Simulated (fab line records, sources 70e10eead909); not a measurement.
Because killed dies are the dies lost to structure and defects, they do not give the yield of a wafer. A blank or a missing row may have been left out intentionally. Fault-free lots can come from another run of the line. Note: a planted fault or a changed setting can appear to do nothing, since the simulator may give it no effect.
Chamber matching :: flow nand_harc :: NHARC_A_STAIRCASE_DEP_471 on pecvd-03: 3 sister chambers
The step deposits SiO2, target thk 100 nm. 3 wafers are shown with their chamber, then 7 later ones without.

## WAFERS, EACH WITH ITS CHAMBER
wafer: L084.1
chamber: 2
heater_power_w (W): 416

wafer: L087.3
chamber: 0
heater_power_w (W): 636

wafer: L087.5
chamber: 1
heater_power_w (W): 606

## WAFERS MISSING THEIR CHAMBER
wafer: L087.6
heater_power_w (W): 461

wafer: L090.1
heater_power_w (W): 628

wafer: L090.2
heater_power_w (W): 579

wafer: L090.6
heater_power_w (W): 608

wafer: L093.3
heater_power_w (W): 535

wafer: L093.4
heater_power_w (W): 531

wafer: L093.5
heater_power_w (W): 528

## CHAMBER TAKEN BY EACH
wafer: L087.6
from the rows above: can't be placed: 2 or 1
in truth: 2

wafer: L090.1
from the rows above: can't be placed: 0 or 1
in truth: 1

wafer: L090.2
from the rows above: can't be placed: 1 or 0
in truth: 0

wafer: L090.6
from the rows above: can't be placed: 1 or 0
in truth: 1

wafer: L093.3
from the rows above: can't be placed: 1 or 0 or 2
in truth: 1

wafer: L093.4
from the rows above: can't be placed: 1 or 0 or 2
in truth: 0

wafer: L093.5
from the rows above: can't be placed: 1 or 0 or 2
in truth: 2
Correctly placed: 0 of 7. Can't be placed from these rows: 7 (the true chamber is among the candidates in 7). 0 placed wrongly.
How it was worked out, from the rows above alone: a wafer's distance from a chamber is the root of the sum, over the readings, of the square of ((its reading less the chamber's mean) divided by the reading's scatter). If the next closest chamber is less than 2 further off than the closest, the wafer can't be placed; otherwise it belongs to the closest. Each chamber's mean is taken over the wafers shown for it. The scatter: root of mean squared gap, hidden wafer to nearest shown wafer, with one shown wafer a chamber.
